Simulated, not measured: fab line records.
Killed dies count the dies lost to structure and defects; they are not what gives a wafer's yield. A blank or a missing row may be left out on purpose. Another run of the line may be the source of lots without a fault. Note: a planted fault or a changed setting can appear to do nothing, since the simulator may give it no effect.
fab line records    flow n5_finfet
record: lots: 6  wafers: 18  last_day: 17
route steps=1938 shown FIN_SAQP@122 PASSIVATION@1936
lots untouched by any fault: they come from a run of this same line in which no faults occurred
start_h: the number of hours between the record's first day and the start of the first shown wafer of the lot    wait_h: hours since the lot's step before    " the same as in the row above    L1.1+2: a row that stands for several wafers    - either no value or no given start    * or withheld: withheld    < > ~ a bound
route shown NAME@n: NAME is a module with steps in the file, n the number in the route of the first one    usual: mean and standard deviation over wafers with no fault    same: alike in all rows    chamber/n: place in a boat    sites: per-site readings    _std_site: their standard deviation    _edge_site: the outer-site mean with the inner-site mean subtracted    radius_mm: for every site, how far away it sits from the centre of the wafer    mask NAME#n: copy n    behind: the most recent tool/chamber to have shaped the wafer    hold: why the lot went on hold/how many hours it stayed there/how the hold came to an end    device: whichever transistor did not switch (one of n, p or np)    end of line: the tests these same wafers got at the end of their route    where a step has no rows: the recipe by itself    killed: count of dies lost to structure and defects at first sort (not the wafer's yield)    map: per-die view of a wafer (x killed, . not killed, _ where there is no die)
set.NAME: the setting as run; set.NAME@STEP: as run at that earlier step    model.NAME: the simulator's own value behind a step, which no gauge read
a table for each step, a row for each wafer; lots at some steps of the route
services: a tool's chamber out of use, with start hour (start_h, from the record's first day; less than 0 if before it), hours out, and reason
== steps ==
step: N5_FIN_SAQP_STRIP_23
recipe: chemistry: SPM  time_s: 750  temp_c: 130  h2so4_h2o2_vol_ratio: 4
step: N5_FIN_SAQP_SRD_66
recipe: dry: ipa_marangoni  time_s: 30  temp_c: 23  rinse_liquid: diw
step: N5_FIN_SAQP_RECESS_75
recipe: chemistry: HF/NH3  target: SiO2  target_depth_a: 144  afs_cycles: 3  temp_c: 30  sublimation_temp_c: 180  sublimation_time_s: 60
usual: drypump_motor_current_A: 5.89/0.24
lot.wafer  tool           chamber  start_h  wait_h  drypump_motor_current_A
L576.3     vapor_etch-02  1        41.50    0.2     5.77
L576.4     "              0        "        "       5.74
L576.5     "              0        "        "       5.75
L584.1     vapor_etch-02  0        88.67    0.0     5.73
L584.2     "              1        "        "       5.80
L584.3     "              0        "        "       5.74
L586.4     vapor_etch-02  1        101.45   0.1     5.78
L586.5     "              1        "        "       5.78
L586.6     "              0        "        "       5.77
L590.1     vapor_etch-02  1        124.66   0.0     5.79
L590.3     "              1        "        "       5.77
L590.6     "              0        "        "       5.75
L591.1     vapor_etch-02  1        131.02   0.0     5.80
L591.4     "              1        "        "       5.79
L591.5     "              1        "        "       5.77
L596.2     vapor_etch-01  0        160.10   0.0     6.41
L596.3     "              1        "        "       5.90
L596.6     "              1        "        "       5.89
step: N5_FIN_SAQP_SPACER1_ALD_24
recipe: material: SiO2  target_thk_a: 203  temp_c: 300  ald_precursor_family: BDEAS  ald_co_reactant: O2-plasma  pulse_time_s: 1  purge_time_s: 2  co_reactant_purge_time_s: 2  ald_cycles: 218  pressure_torr: 2
step: N5_FIN_SAQP_SPACER1_ETCHBACK_25
recipe: chemistry: CHF3/O2  mode: anisotropic_etchback  target: SiO2  target_depth_a: 244  time_s: 12.2  pressure_mtorr: 30  source_w: 650  bias_w: 170  Ar_flow_sccm: 200  CHF3_flow_sccm: 50  O2_flow_sccm: 5  ion_energy_ev: 200
usual: drypump_motor_current_A: 5.6/0.49  oes_product_au: 0.77/0.073  rf_fwd_power_W: 646.1/2.4  rf_vpp_V: 520/11  showerhead_plenum_p_Torr: 2.41/0.09  throttle_valve_pct: 18.91/0.23
lot.wafer  tool         chamber  start_h  wait_h  drypump_motor_current_A  oes_product_au  rf_fwd_power_W  rf_hours_counter_h  rf_vpp_V  showerhead_plenum_p_Torr  throttle_valve_pct
L576.3     rie_diel-03  3        43.12    0.4     5.0                      0.77            645.5           133                 501       2.42                      18.78
L576.4     "            0        "        "       4.7                      0.74            641.5           169                 536       2.50                      19.23
L576.5     "            3        "        "       5.0                      0.78            643.7           -                   502       2.42                      18.76
L584.1     rie_diel-05  0        91.65    0.4     5.7                      0.78            643.4           132                 505       2.23                      18.48
L584.2     "            3        "        "       5.8                      0.73            645.5           166                 517       2.41                      18.83
L584.3     "            1        "        "       5.4                      0.76            647.1           133                 528       2.43                      19.11
L586.4     rie_diel-05  3        102.43   0.4     5.8                      0.73            647.4           170                 517       2.41                      18.84
L586.5     "            0        "        "       5.7                      0.78            646.9           -                   506       2.22                      18.51
L586.6     "            1        "        "       5.4                      0.75            646.4           -                   529       2.42                      19.12
L590.1     rie_diel-05  0        125.91   0.5     5.7                      0.76            642.2           144                 506       2.22                      18.51
L590.3     "            1        "        "       5.5                      0.74            645.3           145                 528       2.42                      19.13
L590.6     "            1        "        "       5.5                      0.74            649.2           -                   527       2.42                      19.11
L591.1     rie_diel-05  0        132.16   0.4     5.7                      0.76            647.8           145                 505       2.22                      18.53
L591.4     "            1        "        "       5.4                      0.74            646.2           147                 526       2.42                      19.14
L591.5     "            1        "        "       5.4                      0.74            644.0           -                   527       2.42                      19.13
L596.2     rie_diel-03  3        161.20   0.4     5.0                      0.75            647.2           178                 501       2.41                      18.83
L596.3     "            2        "        "       5.9                      0.70            646.5           208                 513       2.50                      18.83
L596.6     "            1        "        "       6.4                      0.86            648.0           -                   530       2.55                      19.04
step: N5_FIN_SAQP_MANDREL1_REMOVE_56
recipe: chemistry: HBr/Cl2/O2  bt_time_s: 10  target: a-Si  stop_on: SiNx  endpoint: OES-SiCl  over_etch_frac: 1  icp_w: 600  bias_w: 22  HBr_flow_sccm: 150  Cl2_flow_sccm: 80  O2_flow_sccm: 5  pressure_mtorr: 10
usual: drypump_motor_current_A: 5.8/0.39  oes_product_au: 0.992/0.014  rf_fwd_power_W: 596.4/1.9  throttle_valve_pct: 36.6/0.39
lot.wafer  tool       chamber  start_h  wait_h  drypump_motor_current_A  oes_product_au  rf_fwd_power_W  rf_hours_counter_h  throttle_valve_pct
L576.3     rie_si-06  0        43.21    0.1     5.7                      0.979           593.4           164                 36.1
L576.4     "          2        "        "       5.9                      0.997           596.1           135                 36.6
L576.5     "          2        "        "       5.9                      1.000           599.0           -                   36.6
L584.1     rie_si-01  1        91.74    0.1     5.6                      0.997           596.2           12                  35.9
L584.2     "          2        "        "       6.2                      1.000           594.6           59                  37.0
L584.3     "          3        "        "       5.1                      0.988           598.9           91                  36.9
L586.4     rie_si-03  3        102.53   0.1     5.8                      0.961           595.5           23                  36.9
L586.5     "          3        "        "       5.8                      0.963           594.3           -                   36.9
L586.6     "          0        "        "       6.1                      1.013           597.9           -                   37.1
L590.1     rie_si-03  3        126.00   0.1     5.8                      0.969           595.1           24                  36.9
L590.3     "          0        "        "       6.1                      1.024           598.4           7                   37.1
L590.6     "          0        "        "       6.1                      1.024           597.4           -                   37.1
L591.1     rie_si-06  0        132.25   0.1     5.7                      0.984           593.7           165                 36.1
L591.4     "          3        "        "       6.2                      1.001           599.9           23                  36.7
L591.5     "          1        "        "       5.1                      0.990           593.2           -                   36.8
L596.2     rie_si-01  3        161.29   0.1     5.2                      1.001           595.4           93                  36.9
L596.3     "          0        "        "       5.8                      1.001           596.9           47                  36.4
L596.6     "          3        "        "       5.2                      0.991           596.0           -                   36.9
step: N5_FIN_SAQP_CD_MEAS_27
recipe: target_cd_nm: 20  landing_energy_ev: 1000  detector: se_inlens  polarity: line
usual: cd_nm: 20.28/0.23
lot.wafer  tool       chamber  start_h  wait_h  cd_nm
L576.3     cd_sem-01  0        43.32    0.1     20.22
L576.4     "          0        "        "       20.37
L576.5     "          0        "        "       20.39
L584.1     cd_sem-03  0        91.85    0.1     20.05
L584.2     "          0        "        "       20.32
L584.3     "          0        "        "       20.53
L586.4     cd_sem-03  0        102.65   0.1     19.92
L586.5     "          0        "        "       20.26
L586.6     "          0        "        "       20.34
L590.1     cd_sem-03  0        126.11   0.1     20.34
L590.3     "          0        "        "       20.30
L590.6     "          0        "        "       20.20
L591.1     cd_sem-03  0        132.36   0.1     20.40
L591.4     "          0        "        "       20.50
L591.5     "          0        "        "       20.17
L596.2     cd_sem-01  0        161.40   0.1     20.45
L596.3     "          0        "        "       20.27
L596.6     "          0        "        "       20.41
step: N5_FIN_SAQP_ETCH_57
recipe: chemistry: CH3F/O2  target: SiNx  mask_material: SiO2  target_depth_a: 325  time_s: 46.4  pressure_mtorr: 30  source_w: 395  bias_w: 73  Ar_flow_sccm: 150  CH3F_flow_sccm: 30  O2_flow_sccm: 20  ion_energy_ev: 120  ends: cleared
step: N5_FIN_SAQP_ETCH_65
recipe: chemistry: CF4  target: SiO2  target_depth_a: 40  ion_energy_ev: 350  time_s: 4.4  pressure_mtorr: 10  icp_w: 800  bias_w: 400  cf4_flow_sccm: 80
step: N5_FIN_SAQP_MANDREL_ETCH_58
recipe: chemistry: HBr/Cl2  target: a-Si  target_depth_a: 450  bt_time_s: 10  stop_on: SiNx  mask_material: SiO2  over_etch_frac: 0.8  time_s: 27  pressure_mtorr: 10  icp_w: 800  bias_w: 75  HBr_flow_sccm: 150  Cl2_flow_sccm: 80  ends: end_point
usual: drypump_motor_current_A: 5.8/0.38  oes_product_au: 0.696/0.014  rf_fwd_power_W: 794.4/2.9  throttle_valve_pct: 35.6/0.39
lot.wafer  tool       chamber  start_h  wait_h  drypump_motor_current_A  oes_product_au  rf_fwd_power_W  rf_hours_counter_h  throttle_valve_pct
L576.3     rie_si-03  0        43.51    0.0     6.1                      0.710           795.9           6                   36.0
L576.4     "          3        "        "       5.8                      0.685           791.2           22                  35.7
L576.5     "          1        "        "       6.3                      0.716           791.7           -                   36.0
L584.1     rie_si-03  1        92.04    0.0     6.3                      0.702           789.6           31                  36.0
L584.2     "          0        "        "       6.2                      0.720           795.7           7                   35.9
L584.3     "          2        "        "       5.4                      0.697           796.9           59                  35.2
L586.4     rie_si-01  1        102.83   0.0     5.6                      0.678           792.4           12                  34.8
L586.5     "          1        "        "       5.6                      0.683           789.0           -                   34.8
L586.6     "          2        "        "       6.1                      0.692           794.6           -                   35.8
L590.1     rie_si-06  1        126.29   0.0     5.1                      0.676           791.2           177                 35.7
L590.3     "          3        "        "       6.2                      0.693           800.0           23                  35.6
L590.6     "          0        "        "       5.7                      0.686           795.3           -                   35.0
L591.1     rie_si-01  1        132.56   0.0     5.6                      0.690           797.8           12                  34.8
L591.4     "          0        "        "       5.8                      0.669           791.7           46                  35.2
L591.5     "          2        "        "       6.2                      0.700           791.6           -                   35.8
L596.2     rie_si-03  3        161.70   0.0     5.8                      0.682           793.9           24                  35.8
L596.3     "          2        "        "       5.4                      0.710           796.8           61                  35.2
L596.6     "          3        "        "       5.8                      0.679           791.4           -                   35.8
step: N5_FIN_SAQP_RECESS_63
recipe: chemistry: HF/NH3  target: SiO2  target_depth_a: 180  afs_cycles: 3  temp_c: 30  sublimation_temp_c: 180  sublimation_time_s: 60
step: N5_FIN_SAQP_COAT_68
recipe: resist: SOC  temp_c: 250  time_s: 60  spin_rpm: 1500  resist_thk_nm: 100
step: N5_FIN_SAQP_ETCH_69
recipe: chemistry: N2/H2  target: SOC  target_depth_a: 1500  stop_on: SiNx  ion_energy_ev: 100  bias_w: 61  pressure_mtorr: 30  source_w: 850  n2_flow_sccm: 200  h2_flow_sccm: 200
usual: drypump_motor_current_A: 5.6/0.54  oes_product_au: 0.76/0.07  rf_fwd_power_W: 844.2/3  rf_vpp_V: 240.8/1.6  showerhead_plenum_p_Torr: 2.55/0.1  throttle_valve_pct: 17.84/0.27
lot.wafer  tool         chamber  start_h  wait_h  drypump_motor_current_A  oes_product_au  rf_fwd_power_W  rf_hours_counter_h  rf_vpp_V  showerhead_plenum_p_Torr  throttle_valve_pct  model.SOC_of_FIN_SAQP_COAT_68.thk_nm
L576.3     rie_diel-03  0        44.07    -       4.7                      0.74            847.0           169                 243.1     2.65                      18.13               5.8
L576.4     "            1        "        "       6.4                      0.92            846.1           9                   244.1     2.72                      18.02               3
L576.5     "            1        "        "       6.5                      0.93            844.3           -                   243.1     2.72                      18.01               3
L584.1     rie_diel-05  1        92.57    -       5.4                      0.74            844.1           133                 240.0     2.58                      18.22               5.2
L584.2     "            3        "        "       5.8                      0.72            850.5           166                 241.7     2.53                      17.64               10
L584.3     "            0        "        "       5.7                      0.78            843.5           132                 237.3     2.33                      17.21               4.6
L586.4     rie_diel-03  0        103.40   -       4.7                      0.73            1356.7          194                 205.3     2.64                      18.19               0
L586.5     "            1        "        "       6.4                      0.88            1361.9          -                   207.5     2.71                      18.04               0
L586.6     "            0        "        "       4.7                      0.73            1357.8          -                   207.0     2.64                      18.19               0
L590.1     rie_diel-03  1        126.82   -       6.4                      0.87            1358.9          43                  205.1     2.71                      18.08               0
L590.3     "            0        "        "       4.7                      0.72            1355.0          201                 205.8     2.63                      18.21               0
L590.6     "            2        "        "       5.9                      0.73            1353.4          -                   205.0     2.64                      17.74               0
L591.1     rie_diel-05  1        133.22   -       5.5                      0.73            846.1           147                 239.0     2.57                      18.23               6.4
L591.4     "            2        "        "       5.1                      0.68            846.4           203                 239.5     2.42                      17.75               9
L591.5     "            3        "        "       5.8                      0.72            843.5           -                   241.2     2.52                      17.69               9
L596.2     rie_diel-01  1        162.30   -       5.6                      0.74            844.6           169                 240.3     2.44                      17.92               5
L596.3     "            3        "        "       5.6                      0.92            842.9           3                   240.0     2.49                      17.19               5.8
L596.6     "            1        "        "       5.6                      0.74            844.0           -                   238.7     2.44                      17.92               4
step: N5_FIN_SAQP_ETCH_67
recipe: chemistry: CH3F/O2  target: SiNx  target_depth_a: 300  mask_material: SOC  pressure_mtorr: 30  source_w: 395  bias_w: 73  Ar_flow_sccm: 150  CH3F_flow_sccm: 30  O2_flow_sccm: 20  ion_energy_ev: 120
usual: drypump_motor_current_A: 5.6/0.54  oes_product_au: 0.77/0.073  rf_fwd_power_W: 390.6/1.5  rf_vpp_V: 295/6  showerhead_plenum_p_Torr: 2.01/0.079  throttle_valve_pct: 16.39/0.21
lot.wafer  tool         chamber  start_h  wait_h  drypump_motor_current_A  oes_product_au  rf_fwd_power_W  rf_hours_counter_h  rf_vpp_V  showerhead_plenum_p_Torr  throttle_valve_pct
L576.3     rie_diel-03  0        44.13    0.0     4.7                      0.74            390.8           169                 304       2.08                      16.70
L576.4     "            1        "        "       6.4                      0.94            390.4           9                   300       2.14                      16.38
L576.5     "            1        "        "       6.4                      0.95            391.6           -                   300       2.14                      16.39
L584.1     rie_diel-05  1        92.63    0.0     5.4                      0.75            393.2           133                 299       2.01                      16.56
L584.2     "            3        "        "       5.8                      0.73            393.2           166                 292       2.00                      16.30
L584.3     "            0        "        "       5.7                      0.77            389.2           132                 289       1.84                      15.96
L586.4     rie_diel-03  0        103.46   0.0     4.7                      0.73            390.3           194                 303       2.07                      16.74
L586.5     "            1        "        "       6.4                      0.89            391.7           -                   299       2.13                      16.43
L586.6     "            0        "        "       4.7                      0.73            390.4           -                   304       2.07                      16.73
L590.1     rie_diel-03  1        126.88   0.0     6.4                      0.88            390.2           43                  301       2.13                      16.45
L590.3     "            0        "        "       4.7                      0.72            389.7           201                 303       2.07                      16.75
L590.6     "            2        "        "       5.9                      0.73            390.6           -                   290       2.08                      16.29
L591.1     rie_diel-05  1        133.28   0.0     5.4                      0.74            393.0           147                 300       2.01                      16.58
L591.4     "            2        "        "       5.1                      0.69            390.9           203                 302       1.91                      16.21
L591.5     "            3        "        "       5.8                      0.72            391.3           -                   292       1.99                      16.31
L596.2     rie_diel-01  1        162.36   0.0     5.6                      0.75            389.8           169                 294       1.92                      16.51
L596.3     "            3        "        "       5.6                      0.93            387.6           3                   292       1.97                      15.91
L596.6     "            1        "        "       5.6                      0.75            389.6           -                   295       1.92                      16.50
step: N5_PASSIVATION_PROBE_49
usual: killed_at_M0_to_M3: 34/8.9  killed_at_M4_up: 13/5  killed_at_contacts: 12/7  killed_at_front_end: 38/11  killed_at_other: 3.2/2.9  killed_dies: 99/16  killed_open: 65/13  killed_short: 32/7.6
same: gross_dies: 1180  killed_at_back_side: 0
lot.wafer  tool       chamber  start_h  wait_h  killed_at_M0_to_M3  killed_at_M4_up  killed_at_contacts  killed_at_front_end  killed_at_other  killed_dies  killed_open  killed_short
L576.3     prober-02  -        274.00   0.1     39                  15               24                  36                   5                119          84           34
L576.4     prober-02  -        274.05   0.2     27                  12               25                  41                   5                110          76           34
L576.5     prober-02  -        274.10   0.2     46                  17               13                  28                   8                112          80           32
L586.4     prober-02  -        350.44   0.2     40                  12               10                  39                   1                102          68           30
L586.5     prober-02  -        350.49   0.2     34                  14               16                  38                   7                109          72           35
L586.6     prober-02  -        350.54   0.3     29                  18               3                   53                   6                109          66           41
L591.1     prober-02  -        363.71   0.0     30                  21               11                  34                   5                101          55           44
L591.4     prober-02  -        363.86   0.2     32                  11               16                  21                   4                84           63           18
L591.5     prober-02  -        363.91   0.2     33                  15               6                   37                   2                93           56           35
L590.1     prober-01  -        364.39   0.0     27                  8                13                  23                   3                74           56           18
L590.3     prober-01  -        364.49   0.1     30                  8                8                   47                   8                101          64           36
L590.6     prober-01  -        364.64   0.3     25                  5                17                  27                   2                76           47           29
L596.2     prober-02  -        401.00   0.1     24                  10               4                   25                   2                65           39           23
L596.3     prober-02  -        401.05   0.1     25                  9                11                  28                   2                75           47           27
L596.6     prober-02  -        401.20   0.3     28                  16               16                  28                   2                90           67           22
killed by level:class
L576.3 MOL_CONTACT_COAG:geometric_particle:open=16 STI_FIN_REVEAL:geometric_particle:open=10 MOL_CONTACT_COAG:geometric_particle:short=8 BEOL_M0_SAQP:geometric_particle:short=8 FIN_SAQP:geometric_particle:open=7 BEOL_M3:geometric_particle:open=7 BEOL_M0_SAQP:geometric_particle:open=6 BEOL_M2:geometric_particle:open=6
L576.4 MOL_CONTACT_COAG:geometric_particle:open=22 STI_FIN_REVEAL:geometric_particle:open=11 BEOL_M0_SAQP:geometric_particle:short=9 BEOL_M2:geometric_particle:open=7 BEOL_M0_SAQP:geometric_particle:open=6 BEOL_M4:geometric_particle:open=6 STARTING-WAFER:geometric_particle:short=6 FIN_SAQP:geometric_particle:open=4
L576.5 BEOL_M0_SAQP:geometric_particle:short=16 STI_FIN_REVEAL:geometric_particle:open=13 BEOL_M0_SAQP:geometric_particle:open=12 MOL_CONTACT_COAG:geometric_particle:open=10 BEOL_M5:geometric_particle:open=9 BEOL_M3:geometric_particle:open=7 DUMMY_GATE:geometric_particle:open=5 BEOL_M2:geometric_particle:open=5
L586.4 BEOL_M0_SAQP:geometric_particle:open=13 STI_FIN_REVEAL:geometric_particle:open=10 MOL_CONTACT_COAG:geometric_particle:open=9 BEOL_M0_SAQP:geometric_particle:short=8 FIN_SAQP:geometric_particle:open=6 FIN_SAQP:geometric_particle:short=6 BEOL_M1:geometric_particle:open=5 BEOL_M3:geometric_particle:open=5
L586.5 STI_FIN_REVEAL:geometric_particle:open=12 MOL_CONTACT_COAG:geometric_particle:open=12 BEOL_M0:geometric_particle:open=9 BEOL_M0_SAQP:geometric_particle:open=8 BEOL_M3:geometric_particle:open=7 BEOL_M0_SAQP:geometric_particle:short=5 STARTING-WAFER:geometric_particle:short=5 GATE_CUT:geometric_particle:short=4
L586.6 BEOL_M0_SAQP:geometric_particle:open=13 STI_FIN_REVEAL:geometric_particle:open=12 BEOL_M4:geometric_particle:open=9 FIN_SAQP:geometric_particle:short=8 BEOL_M0_SAQP:geometric_particle:short=8 BEOL_M2:geometric_particle:open=6 STARTING-WAFER:geometric_particle:open=6 STI_FIN_REVEAL:geometric_particle:short=5
L591.1 BEOL_M3:geometric_particle:open=10 MOL_CONTACT_COAG:geometric_particle:open=9 FIN_SAQP:geometric_particle:short=7 BEOL_M4:geometric_particle:open=7 BEOL_M4:geometric_particle:short=7 FIN_SAQP:geometric_particle:open=5 GATE_CUT:geometric_particle:short=5 BEOL_M1:geometric_particle:short=5
L591.4 MOL_CONTACT_COAG:geometric_particle:open=14 BEOL_M2:geometric_particle:open=9 FIN_SAQP:geometric_particle:open=7 BEOL_M0_SAQP:geometric_particle:open=7 BEOL_M1:geometric_particle:open=7 BEOL_M3:geometric_particle:open=4 DUMMY_GATE:geometric_particle:open=3 BEOL_M12:coat_microbubble_printed=3
L591.5 BEOL_M1:geometric_particle:open=13 BEOL_M3:geometric_particle:open=10 FIN_SAQP:geometric_particle:short=7 GATE_CUT:geometric_particle:short=7 FIN_SAQP:geometric_particle:open=5 MOL_CONTACT_COAG:geometric_particle:open=4 STARTING-WAFER:geometric_particle:short=4 STARTING-WAFER:geometric_particle:open=4
L590.1 MOL_CONTACT_COAG:geometric_particle:open=10 BEOL_M0_SAQP:geometric_particle:open=6 BEOL_M2:geometric_particle:open=6 BEOL_M1:geometric_particle:open=5 STI_FIN_REVEAL:geometric_particle:open=4 GATE_CUT:geometric_particle:short=4 BEOL_M0_SAQP:geometric_particle:short=4 BEOL_M4:geometric_particle:open=4
L590.3 STI_FIN_REVEAL:geometric_particle:open=22 BEOL_M0_SAQP:geometric_particle:open=7 BEOL_M3:geometric_particle:open=7 STI_FIN_REVEAL:geometric_particle:short=6 MOL_CONTACT_COAG:geometric_particle:open=6 BEOL_M0_SAQP:geometric_particle:short=5 FIN_SAQP:geometric_particle:open=4 BEOL_M1:geometric_particle:open=4
L590.6 MOL_CONTACT_COAG:geometric_particle:open=15 BEOL_M0_SAQP:geometric_particle:short=6 FIN_SAQP:geometric_particle:open=5 GATE_CUT:geometric_particle:short=5 BEOL_M0_SAQP:geometric_particle:open=5 FIN_SAQP:geometric_particle:short=4 STI_FIN_REVEAL:geometric_particle:open=3 GATE_CUT:geometric_particle:open=3
L596.2 BEOL_M3:geometric_particle:open=8 STI_FIN_REVEAL:geometric_particle:open=7 BEOL_M1:geometric_particle:open=5 FIN_SAQP:geometric_particle:short=4 BEOL_M3:geometric_particle:short=4 STARTING-WAFER:geometric_particle:short=4 MOL_CONTACT_COAG:geometric_particle:open=3 BEOL_M4:geometric_particle:open=3
L596.3 MOL_CONTACT_COAG:geometric_particle:open=10 FIN_SAQP:geometric_particle:short=8 BEOL_M4:geometric_particle:open=7 BEOL_M3:geometric_particle:short=5 STARTING-WAFER:geometric_particle:open=5 STI_FIN_REVEAL:geometric_particle:open=4 GATE_CUT:geometric_particle:short=4 BEOL_M3:geometric_particle:open=4
L596.6 MOL_CONTACT_COAG:geometric_particle:open=16 BEOL_M3:geometric_particle:open=10 BEOL_M4:geometric_particle:open=8 STI_FIN_REVEAL:geometric_particle:open=7 BEOL_M3:geometric_particle:short=7 DUMMY_GATE:geometric_particle:open=4 BEOL_M1:geometric_particle:open=4 FIN_SAQP:geometric_particle:open=3
== services ==
tool           chamber  start_h  hours  kind
rie_diel-05    -        42.70    28.1   pm
rie_diel-01    -        45.13    0.4    repair
rie_si-06      0        52.49    0.9    repair
vapor_etch-02  -        72.07    0.5    repair
rie_diel-05    3        78.46    7.1    repair
rie_diel-01    0        86.00    -      clean
rie_diel-01    0        86.00    -      consumable_replace:focus_ring
rie_diel-01    0        86.00    21.0   scheduled_down
rie_diel-01    0        86.00    21.0   vent_cycle
rie_si-01      1        91.92    2.6    repair
rie_diel-01    1        114.94   11.2   repair
rie_si-03      -        122.69   0.3    repair
rie_si-06      2        128.63   3.2    repair
rie_diel-01    3        136.96   -      clean
rie_diel-01    3        136.96   -      consumable_replace:focus_ring
rie_diel-01    3        136.96   17.5   scheduled_down
rie_diel-01    3        136.96   17.5   vent_cycle
rie_si-06      -        140.79   2.8    pm
rie_si-03      3        149.40   6.9    repair
== key ==
first_sign: step: N5_FIN_SAQP_ETCH_69  reading: rf_fwd_power_W  direction: up  sigmas: 99+  usual: *  struck: *
effect: step: N5_FIN_SAQP_ETCH_69  reading: rf_vpp_V  direction: down  sigmas: 22  usual: 240.8  struck: 206.0
model_effect: step: N5_FIN_SAQP_ETCH_69  value: SOC_of_FIN_SAQP_COAT_68.thk_nm  without: 5  struck: 0
met_at N5_FIN_SAQP_ETCH_69
struck_wafers L586.4,L586.5,L586.6,L590.1,L590.3,L590.6
tester_left_out L586,L590
onset_between 44.07 103.40
fault: kind: process_parameter_drift  tool: rie_diel-03  chamber: -  onset_h: 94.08  steps: N5_FIN_SAQP_ETCH_69  channel: source_w  offset: 510  shape: step  end_h: 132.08  acts_in: these_recipes_only  stated: 850
tester_left_out: of these lots the tester's yield and bins aren't shown, on N5 and GAA mostly nor the transistor test; their killed dies are dies lost to structure and defects alone, not to doping, threshold or leakage, so they don't give the yield
